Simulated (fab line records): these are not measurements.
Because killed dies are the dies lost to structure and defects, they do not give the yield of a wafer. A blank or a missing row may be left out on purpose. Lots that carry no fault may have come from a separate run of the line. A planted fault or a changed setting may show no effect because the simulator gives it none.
A struck lot beside a sound one ; flow n5Finfet ; 17 steps out of a route of 1938
Sound: the wafers L758.3, L758.5, L758.6. Wafers L754.2, L754.4, L754.5 were the ones struck. The cause is named last.
Order at every step that has rows: each side's tool, ch and its chambers, its first start. Under that, the readings that differ: sound wafers ; struck wafers ; difference of the means ; sigmas: that difference in standard deviations of wafers without a fault.
alike: readings whose means differ by less than 2 such deviations, and words and numbers that are the same on both sides. not compared: withheld readings, readings that some wafer has no value for, bounds like >300 that may hide the same value, and numbers for which the record gives no deviation and whose values overlap.
The two part at a step that has a row with sigmas, a row that says differs or no value, or rows on one side only. Numbers that don't overlap but have no deviation are shown without sigmas and don't part them. Lack of a reading on every wafer of one side parts them only where that side has two or more wafers.

first, 9 steps without rows for these wafers: N5_SD_EPI_N_COAT_33 (time 60 s, resist thk 35 nm); N5_SD_EPI_N_COAT_03 (resist thk 150 nm); N5_SD_EPI_N_EBR_05; N5_SD_EPI_N_SOFTBAKE_04 (time 60 s); N5_SD_EPI_N_EXPOSE_06 (exposes mask SD N BLK, target cd 120 nm); N5_SD_EPI_N_PEB_07 (peb time 60 s); N5_SD_EPI_N_DEVELOP_08 (develop time 30 s); N5_SD_EPI_N_DESCUM_14 (chemistry O2, time 7.9 s); N5_SD_EPI_N_ETCH_34 (etches SiARC in CF4, target depth 45.5 nm, time 75.8 s).
N5_SD_EPI_N_ETCH_35: etches SOC in N2/H2, overetch 108 nm, time 486 s.
  sound on rieDiel-01 ch 0,1, day 7 19:28; struck on rieDiel-04 ch 0,3, day 6 19:28
  no value came back on the struck wafers for any of 7 readings (biasW (W), chamberPressureMTorr (mTorr) and others); on the sound wafers biasW (W) reads 133.4 133.6 132.3
reading;sound;struck;difference;sigmas
model.CAR-ArF-block_of_SD_EPI_N_COAT_03.thkNm (nm);0 0 0;111.4 111.8 111.8;+111.7;
model.SiARC_of_SD_EPI_N_COAT_33.thkNm (nm);19.6 19.6 19.4;35 35 35;+15;
  not compared: rfHoursCounterH
then, 1 step without rows for these wafers: N5_SD_EPI_N_STRIP_36 (strips in N2/H2).
N5_SD_EPI_N_ETCHBACK_44: etches SiNx in CH3F/O2, stops on SiO2, target depth 14.5 nm.
  sound on rieDiel-01 ch 0,1, day 7 19:47; struck on rieDiel-04 ch 0,3, day 6 19:47
reading;sound;struck;difference;sigmas
oes_ar_750_au (a.u.);0.91 0.92 0.96;0.71 0.71 0.76;-0.20;-3
oesProductAu (a.u.);0.79 0.78 0.82;0.27 0.26 0.29;-0.52;-7
  alike: drypumpMotorCurrentA, rfVppV, showerheadPlenumPTorr, throttleValvePct
  not compared: rfHoursCounterH
N5_SD_EPI_N_ETCH_45: etches SiOCN in CH3F/O2, target depth 6 nm.
  sound on rieDiel-01 ch 0,1, day 7 19:53; struck on rieDiel-04 ch 0,3, day 6 19:53
reading;sound;struck;difference;sigmas
oesProductAu (a.u.);0.93 0.93 0.97;0.71 0.70 0.76;-0.22;-3
model.SD_EPI_N.cdNm (nm);120.2 120.6 121.4;119.6 119.2 119.4;-1.3;
  alike: CH3F_flow_sccm, O2_flow_sccm, drypumpMotorCurrentA, rfVppV, showerheadPlenumPTorr, throttleValvePct
  not compared: rfHoursCounterH
N5_SD_EPI_N_ETCH_16: etches SiO2 in CHF3/O2, target depth 5 nm.
  sound on rieDiel-01 ch 0,1, day 7 19:59; struck on rieDiel-04 ch 0,3, day 6 19:59
reading;sound;struck;difference;sigmas
oes_ar_750_au (a.u.);0.90 0.91 0.96;0.71 0.71 0.76;-0.20;-2
oesProductAu (a.u.);0.93 0.93 0.98;0.71 0.70 0.75;-0.23;-3
model.SiARC_of_SD_EPI_N_COAT_33.thkNm (nm);12.2 12.2 11.8;27.6 27.6 27.6;+15.5;
  alike: CHF3_flow_sccm, O2_flow_sccm, drypumpMotorCurrentA, rfVppV, showerheadPlenumPTorr, throttleValvePct
  not compared: rfHoursCounterH
then, 1 step without rows for these wafers: N5_SD_EPI_N_STRIP_47 (strips in CHF3/O2).
N5_BEOL_M4_RC_MEAS_101:
  the record has rows for the sound wafers here (prober-01 ch 0, day 12 16:44) and none for the struck ones
-- here the record skips 9 days between the struck wafers' starts before and after, leaving off in module BEOL_M4 and picking up in module PASSIVATION (first step shown: number 1936 of the route) --
N5_PASSIVATION_PROBE_49:
  only the struck wafers here have rows in the record (prober-02, day 15 20:48); the sound ones have none

== WHERE THEY PART ==
First at N5_SD_EPI_N_ETCH_35; last, within this record, at N5_PASSIVATION_PROBE_49.

WHY: what the simulator had put in
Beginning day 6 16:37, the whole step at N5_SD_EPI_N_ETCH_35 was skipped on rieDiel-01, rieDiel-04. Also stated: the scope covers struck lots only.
